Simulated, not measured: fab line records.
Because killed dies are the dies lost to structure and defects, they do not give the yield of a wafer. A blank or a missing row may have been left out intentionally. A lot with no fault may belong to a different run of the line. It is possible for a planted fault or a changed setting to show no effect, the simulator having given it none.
Which tool is to blame? | flow n5_finfet | 21 lots, 63 wafers sampled, at 5 steps of a route of 1938

## WHAT THE GAUGES READ, wafer by wafer
N5_DUMMY_GATE_INSPECT_17: inspects for defects (brightfield). Usual: raw_defect_count 198, standard deviation 53.
lot  | measured    | on                | raw_defect_count | flag
L074 | day 3 02:27 | defect_inspect-02 | 225 193 194      |
L075 | day 3 16:07 | defect_inspect-02 | 186 187 311      |
L077 | day 3 22:11 | defect_inspect-01 | 193 173 213      |
L078 | day 4 02:07 | defect_inspect-01 | 156 164 136      |
L079 | day 4 03:38 | defect_inspect-01 | 223 165 232      |
L080 | day 4 10:08 | defect_inspect-02 | 188 131 138      |
L081 | day 4 14:57 | defect_inspect-01 | 227 174 137      |
L082 | day 4 20:52 | defect_inspect-02 | 304 251 212      |
L083 | day 5 04:26 | defect_inspect-02 | 134 334 132      |
L084 | day 5 09:26 | defect_inspect-01 | 195 158 217      |
L085 | day 5 19:57 | defect_inspect-02 | 233 257 201      |
L087 | day 6 10:45 | defect_inspect-02 | 162 166 229      |
L089 | day 6 19:38 | defect_inspect-02 | 277 141 252      |
L090 | day 6 21:36 | defect_inspect-02 | 172 230 186      |
L091 | day 7 07:21 | defect_inspect-01 | 161 159 184      |
L092 | day 7 11:28 | defect_inspect-01 | 212 265 274      |
L093 | day 7 15:27 | defect_inspect-01 | 225 183 304      |
L094 | day 7 21:58 | defect_inspect-01 | 114 116 104      |
L095 | day 8 04:29 | defect_inspect-02 | 126 224 161      |
L096 | day 8 09:48 | defect_inspect-02 | 203 280 196      |
L097 | day 8 18:34 | defect_inspect-01 | 167 156 122      |

N5_DUMMY_GATE_CD_MEAS_50: the cd target is 14 nm. Usual: cd_nm 14.0 nm, standard deviation 0.38.
lot  | measured    | on        | cd_nm (nm)     | flag
L074 | day 3 02:52 | cd_sem-03 | 13.7 14.2 13.9 |
L075 | day 3 16:34 | cd_sem-03 | 13.4 13.8 13.5 |
L077 | day 3 22:36 | cd_sem-02 | 14.1 14.0 14.1 |
L078 | day 4 02:38 | cd_sem-02 | 14.3 14.2 13.8 |
L079 | day 4 04:23 | cd_sem-02 | 13.4 14.0 14.1 |
L080 | day 4 10:33 | cd_sem-02 | 13.9 13.3 13.4 |
L081 | day 4 15:22 | cd_sem-01 | 13.6 13.9 14.3 |
L082 | day 4 21:16 | cd_sem-03 | 13.7 13.7 14.7 |
L083 | day 5 04:58 | cd_sem-02 | 14.7 13.7 14.7 |
L084 | day 5 10:17 | cd_sem-03 | 13.6 13.7 14.6 |
L085 | day 5 20:22 | cd_sem-03 | 13.3 14.2 14.1 |
L087 | day 6 11:29 | cd_sem-01 | 14.1 13.8 14.1 |
L089 | day 6 20:03 | cd_sem-01 | 13.1 13.3 13.9 |
L090 | day 6 22:04 | cd_sem-03 | 13.9 13.9 13.8 |
L091 | day 7 07:46 | cd_sem-01 | 13.9 13.8 13.7 |
L092 | day 7 11:53 | cd_sem-03 | 14.8 14.5 14.5 |
L093 | day 7 15:52 | cd_sem-03 | 13.4 14.5 13.7 |
L094 | day 7 22:22 | cd_sem-02 | 13.7 13.8 13.3 |
L095 | day 8 05:37 | cd_sem-03 | 14.1 14.0 14.7 |
L096 | day 8 10:13 | cd_sem-03 | 13.5 13.9 14.4 |
L097 | day 8 18:59 | cd_sem-03 | 13.9 13.7 13.7 |

## WHAT TOOL EACH LOT RAN ON (gives the tool, then ch and the chambers of the sampled wafers, and finally the start)
lot  | N5_FIN_CUT_ETCH_20                | N5_STI_FIN_REVEAL_ETCHBACK_08     | N5_DUMMY_GATE_STRIP_40
L074 | rie_diel-04 ch 2,3, day 2 03:28   | rie_diel-05 ch 2,3, day 2 10:16   | rie_diel-02 ch 1,2, day 3 02:49
L075 | rie_diel-02 ch 1,2,3, day 2 14:26 | rie_diel-05 ch 0,1, day 2 21:57   | rie_diel-02 ch 0,1,2, day 3 16:31
L077 | rie_diel-06 ch 0,2,3, day 2 23:10 | rie_diel-03 ch 0,1,2, day 3 06:25 | rie_diel-06 ch 1,2, day 3 22:33
L078 | rie_diel-06 ch 1,2,3, day 3 04:09 | rie_diel-03 ch 0,1, day 3 10:41   | rie_diel-02 ch 1,3, day 4 02:34
L079 | rie_diel-06 ch 1,2,3, day 3 08:32 | rie_diel-01 ch 1,2,3, day 3 15:43 | rie_diel-06 ch 2,3, day 4 04:20
L080 | rie_diel-02 ch 1,2, day 3 14:54   | rie_diel-01 ch 1,2,3, day 3 21:38 | rie_diel-06 ch 0,2,3, day 4 10:30
L081 | rie_diel-04 ch 0,3, day 3 20:37   | rie_diel-01 ch 0,2, day 4 03:08   | rie_diel-04 ch 0,1,2, day 4 15:18
L082 | rie_diel-06 ch 1,3, day 4 02:08   | rie_diel-01 ch 0,2, day 4 08:58   | rie_diel-02 ch 0,1,3, day 4 21:13
L083 | rie_diel-02 ch 1,3, day 4 09:40   | rie_diel-01 ch 0,1,3, day 4 16:23 | rie_diel-02 ch 0,1,3, day 5 04:55
L084 | rie_diel-06 ch 0,1, day 4 15:03   | rie_diel-03 ch 0,3, day 4 21:39   | rie_diel-06 ch 0,2,3, day 5 10:14
L085 | rie_diel-04 ch 1,3, day 4 21:24   | rie_diel-03 ch 0,2,3, day 5 04:38 | rie_diel-04 ch 0,1,3, day 5 20:19
L087 | rie_diel-04 ch 0,3, day 5 11:52   | rie_diel-05 ch 1,3, day 5 18:26   | rie_diel-02 ch 1,2, day 6 11:26
L089 | rie_diel-02 ch 0,2,3, day 6 00:02 | rie_diel-03 ch 0,2,3, day 6 06:53 | rie_diel-04 ch 0,1,3, day 6 19:59
L090 | rie_diel-06 ch 0,1,2, day 6 02:54 | rie_diel-01 ch 1,2, day 6 09:47   | rie_diel-04 ch 0,1,3, day 6 22:01
L091 | rie_diel-02 ch 1,2,3, day 6 08:47 | rie_diel-05 ch 1,2,3, day 6 15:55 | rie_diel-02 ch 0,3, day 7 07:43
L092 | rie_diel-04 ch 0,1, day 6 16:34   | rie_diel-01 ch 2,3, day 6 23:44   | rie_diel-02 ch 2,3, day 7 11:49
L093 | rie_diel-02 ch 0,1,2, day 6 21:07 | rie_diel-05 ch 0,1,2, day 7 03:43 | rie_diel-02 ch 0,1,2, day 7 15:49
L094 | rie_diel-04 ch 0,1,3, day 7 03:35 | rie_diel-03 ch 0,1, day 7 10:19   | rie_diel-06 ch 0,2,3, day 7 22:19
L095 | rie_diel-02 ch 0,1,2, day 7 09:05 | rie_diel-05 ch 1,3, day 7 16:15   | rie_diel-04 ch 1,3, day 8 05:33
L096 | rie_diel-04 ch 0,1,3, day 7 14:41 | rie_diel-03 ch 0,1,3, day 7 21:14 | rie_diel-02 ch 1,2,3, day 8 10:10
L097 | rie_diel-02 ch 0,1,3, day 7 23:43 | rie_diel-03 ch 1,2,3, day 8 06:23 | rie_diel-06 ch 0,3, day 8 18:56
- N5_FIN_CUT_ETCH_20: etches SiARC in CF4, target depth 26 nm, time 43.3 s.
- N5_STI_FIN_REVEAL_ETCHBACK_08: etches SiO2 in C4F6/O2, target depth 30.5 nm, time 10.167 s.
- N5_DUMMY_GATE_STRIP_40: strips in CF4.

## AS READ BY THE TOOLS THEMSELVES (means over the sampled wafers that have a number; for cases with no such wafer, the mark the record gives instead)
N5_FIN_CUT_ETCH_20. Usual: value, then standard deviation, for each; drypump_motor_current_A 5.9 A / 0.36; etch_rf_on_time_s 43.8 s / 1.2; oes_product_au 0.67 a.u. / 0.084; rf_fwd_power_W 533.9 W / 2.9; rf_vpp_V 184.1 V / 1.2; showerhead_plenum_p_Torr 2.14 Torr / 0.074; throttle_valve_pct 15.65 % / 0.24.
lot  | tool        | drypump_motor_current_A (A) | etch_rf_on_time_s (s) | oes_product_au (a.u.) | rf_fwd_power_W (W) | rf_vpp_V (V) | showerhead_plenum_p_Torr (Torr) | throttle_valve_pct (%) | flag
L074 | rie_diel-04 | 5.4                         | 42.6                  | 0.72                  | 533.3              | 184.8        | 2.24                            | 15.56                  |
L075 | rie_diel-02 | 5.7                         | 44.5                  | 0.61                  | 530.9              | 184.3        | 2.18                            | 15.86                  |
L077 | rie_diel-06 | 5.9                         | 43.7                  | 0.68                  | 537.6              | 185.1        | 2.18                            | 15.54                  |
L078 | rie_diel-06 | 5.9                         | 44.6                  | 0.67                  | 537.4              | 184.3        | 2.12                            | 15.59                  |
L079 | rie_diel-06 | 5.9                         | 44.3                  | 0.68                  | 537.3              | 183.3        | 2.12                            | 15.58                  |
L080 | rie_diel-02 | 5.7                         | 44.5                  | 0.63                  | 531.4              | 185.8        | 2.17                            | 15.78                  |
L081 | rie_diel-04 | 5.7                         | 41.8                  | 0.73                  | 531.4              | 184.8        | 2.14                            | 15.43                  |
L082 | rie_diel-06 | 5.9                         | 43.1                  | 0.66                  | 534.6              | 183.9        | 2.06                            | 15.78                  |
L083 | rie_diel-02 | 5.9                         | 44.0                  | 0.77                  | 532.6              | 184.6        | 2.18                            | 15.54                  |
L084 | rie_diel-06 | 5.9                         | 42.2                  | 0.77                  | 533.5              | 183.4        | 2.15                            | 15.41                  |
L085 | rie_diel-04 | 5.7                         | 42.3                  | 0.67                  | 535.2              | 185.4        | 2.15                            | 15.63                  |
L087 | rie_diel-04 | 5.7                         | 42.9                  | 0.71                  | 532.8              | 184.3        | 2.14                            | 15.46                  |
L089 | rie_diel-02 | 5.9                         | 44.8                  | 0.74                  | 532.7              | 183.8        | 2.14                            | 15.56                  |
L090 | rie_diel-06 | 5.9                         | 43.5                  | 0.67                  | 533.5              | 184.8        | 2.15                            | 15.45                  |
L091 | rie_diel-02 | 5.7                         | 44.5                  | 0.75                  | 531.5              | 184.9        | 2.18                            | 15.56                  |
L092 | rie_diel-04 | 5.9                         | 44.2                  | 0.58                  | 535.7              | 183.7        | 2.09                            | 15.88                  |
L093 | rie_diel-02 | 5.9                         | 44.8                  | 0.68                  | 533.3              | 184.4        | 2.13                            | 15.67                  |
L094 | rie_diel-04 | 5.8                         | 43.3                  | 0.64                  | 534.3              | 182.8        | 2.11                            | 15.69                  |
L095 | rie_diel-02 | 5.9                         | 44.2                  | 0.68                  | 532.4              | 184.3        | 2.12                            | 15.67                  |
L096 | rie_diel-04 | 5.9                         | 43.5                  | 0.64                  | 533.6              | 183.9        | 2.11                            | 15.70                  |
L097 | rie_diel-02 | 6.1                         | 44.7                  | 0.67                  | 531.5              | 183.8        | 2.12                            | 15.69                  |

N5_STI_FIN_REVEAL_ETCHBACK_08. Usual: drypump_motor_current_A 5.5 A, standard deviation 0.5; oes_product_au 0.81 a.u., standard deviation 0.072; rf_fwd_power_W 341.8 W, standard deviation 1.7; rf_vpp_V 667 V, standard deviation 16; showerhead_plenum_p_Torr 2.90 Torr, standard deviation 0.092; throttle_valve_pct 21.26 %, standard deviation 0.2.
lot  | tool        | drypump_motor_current_A (A) | oes_product_au (a.u.) | rf_fwd_power_W (W) | rf_vpp_V (V) | showerhead_plenum_p_Torr (Torr) | throttle_valve_pct (%) | flag
L074 | rie_diel-05 | 4.9                         | 0.94                  | 340.4              | 673          | 3.04                            | 21.22                  |
L075 | rie_diel-05 | 6.0                         | 0.88                  | 341.6              | 645          | 2.78                            | 21.26                  |
L077 | rie_diel-03 | 5.4                         | 0.82                  | 342.8              | 673          | 2.92                            | 21.25                  |
L078 | rie_diel-03 | 5.5                         | 0.81                  | 343.6              | 666          | 2.94                            | 21.08                  |
L079 | rie_diel-01 | 5.2                         | 0.83                  | 341.4              | 676          | 2.95                            | 21.20                  |
L080 | rie_diel-01 | 5.2                         | 0.82                  | 342.2              | 676          | 2.95                            | 21.20                  |
L081 | rie_diel-01 | 5.9                         | 0.83                  | 343.8              | 677          | 2.92                            | 21.07                  |
L082 | rie_diel-01 | 5.9                         | 0.82                  | 341.9              | 676          | 2.91                            | 21.07                  |
L083 | rie_diel-01 | 5.7                         | 0.85                  | 341.8              | 677          | 2.92                            | 21.07                  |
L084 | rie_diel-03 | 5.9                         | 0.76                  | 342.3              | 657          | 2.90                            | 21.24                  |
L085 | rie_diel-03 | 5.8                         | 0.77                  | 342.7              | 665          | 2.87                            | 21.41                  |
L087 | rie_diel-05 | 5.3                         | 0.87                  | 341.9              | 649          | 2.85                            | 21.13                  |
L089 | rie_diel-03 | 5.8                         | 0.75                  | 341.3              | 664          | 2.86                            | 21.42                  |
L090 | rie_diel-01 | 5.1                         | 0.78                  | 342.3              | 674          | 2.93                            | 21.31                  |
L091 | rie_diel-05 | 5.3                         | 0.87                  | 341.6              | 663          | 2.94                            | 21.19                  |
L092 | rie_diel-01 | 5.1                         | 0.73                  | 340.8              | 675          | 2.95                            | 21.33                  |
L093 | rie_diel-05 | 5.8                         | 0.86                  | 342.0              | 655          | 2.85                            | 21.24                  |
L094 | rie_diel-03 | 5.5                         | 0.78                  | 343.2              | 666          | 2.92                            | 21.13                  |
L095 | rie_diel-05 | 5.0                         | 0.85                  | 341.5              | 659          | 2.93                            | 21.21                  |
L096 | rie_diel-03 | 5.8                         | 0.74                  | 341.1              | 657          | 2.85                            | 21.28                  |
L097 | rie_diel-03 | 5.6                         | 0.75                  | 343.0              | 664          | 2.82                            | 21.47                  |

N5_DUMMY_GATE_STRIP_40. Usual: value, then standard deviation, for each; bias_power_w 74.98 W / 0.24; drypump_motor_current_A 5.9 A / 0.35; oes_product_au 0.79 a.u. / 0.093; rf_fwd_power_W 292.5 W / 0.87; rf_vpp_V 271.0 V / 1.5; showerhead_plenum_p_Torr 1.79 Torr / 0.059; throttle_valve_pct 13.58 % / 0.25.
lot  | tool        | bias_power_w (W) | drypump_motor_current_A (A) | oes_product_au (a.u.) | rf_fwd_power_W (W) | rf_vpp_V (V) | showerhead_plenum_p_Torr (Torr) | throttle_valve_pct (%) | flag
L074 | rie_diel-02 | 74.80            | 5.7                         | 0.75                  | 292.3              | 271.6        | 1.82                            | 13.73                  |
L075 | rie_diel-02 | 74.91            | 5.8                         | 0.72                  | 292.2              | 270.4        | 1.78                            | 13.75                  |
L077 | rie_diel-06 | 75.17            | 5.9                         | 0.75                  | 292.6              | 271.3        | 1.82                            | 13.45                  |
L078 | rie_diel-02 | 74.66            | 5.9                         | 0.92                  | 294.0              | 271.1        | 1.83                            | 13.46                  |
L079 | rie_diel-06 | 74.56            | 5.9                         | 0.84                  | 293.2              | 272.1        | 1.79                            | 13.48                  |
L080 | rie_diel-06 | 75.10            | 5.9                         | 0.88                  | 292.9              | 270.8        | 1.82                            | 13.34                  |
L081 | rie_diel-04 | 75.12            | 5.8                         | 0.72                  | 292.8              | 271.0        | 1.79                            | 13.79                  |
L082 | rie_diel-02 | 75.07            | 6.1                         | 0.82                  | 292.1              | 270.1        | 1.78                            | 13.60                  |
L083 | rie_diel-02 | 75.16            | 6.1                         | 0.81                  | 293.4              | 270.0        | 1.78                            | 13.60                  |
L084 | rie_diel-06 | 75.09            | 5.9                         | 0.85                  | 292.8              | 271.3        | 1.82                            | 13.36                  |
L085 | rie_diel-04 | 75.03            | 5.8                         | 0.75                  | 293.0              | 270.3        | 1.77                            | 13.63                  |
L087 | rie_diel-02 | 75.08            | 5.5                         | 0.89                  | 292.0              | 271.6        | 1.82                            | 13.49                  |
L089 | rie_diel-04 | 75.05            | 5.9                         | 0.74                  | 292.4              | 269.6        | 1.76                            | 13.65                  |
L090 | rie_diel-04 | 74.84            | 5.8                         | 0.74                  | 293.0              | 270.4        | 1.76                            | 13.65                  |
L091 | rie_diel-02 | 75.17            | 6.1                         | 0.84                  | 293.0              | 270.9        | 1.79                            | 13.53                  |
L092 | rie_diel-02 | 75.06            | 5.7                         | 0.91                  | 291.8              | 272.6        | 1.83                            | 13.40                  |
L093 | rie_diel-02 | 74.87            | 5.9                         | 0.79                  | 292.7              | 270.9        | 1.78                            | 13.63                  |
L094 | rie_diel-06 | 74.85            | 5.9                         | 0.83                  | 292.8              | 271.7        | 1.81                            | 13.39                  |
L095 | rie_diel-04 | 74.94            | 5.5                         | 0.78                  | 291.5              | 270.8        | 1.80                            | 13.45                  |
L096 | rie_diel-02 | 74.94            | 5.7                         | 0.84                  | 293.7              | 270.5        | 1.81                            | 13.52                  |
L097 | rie_diel-06 | 74.89            | 5.9                         | 0.86                  | 292.1              | 272.7        | 1.80                            | 13.37                  |

## THE ANSWER, worked out from the rows above alone
Rule: a lot counts as off when the mean over its wafers that have a number is more than 3 standard deviations away from the usual mean. Also off: a lot with no number at a reading for which 4 or more lots have one. Any other lot the step has rows for is counted as sound. After the gauges, taken in route order, come the tools' own readings; for these a lot's mean is taken, as printed above. At the first step where some lot is off, the reading lying furthest off is the one used; lots without a number count as furthest.
None of the lots is off at any reading shown; this tells nothing.

## WHAT THE SIMULATOR HAD PUT IN
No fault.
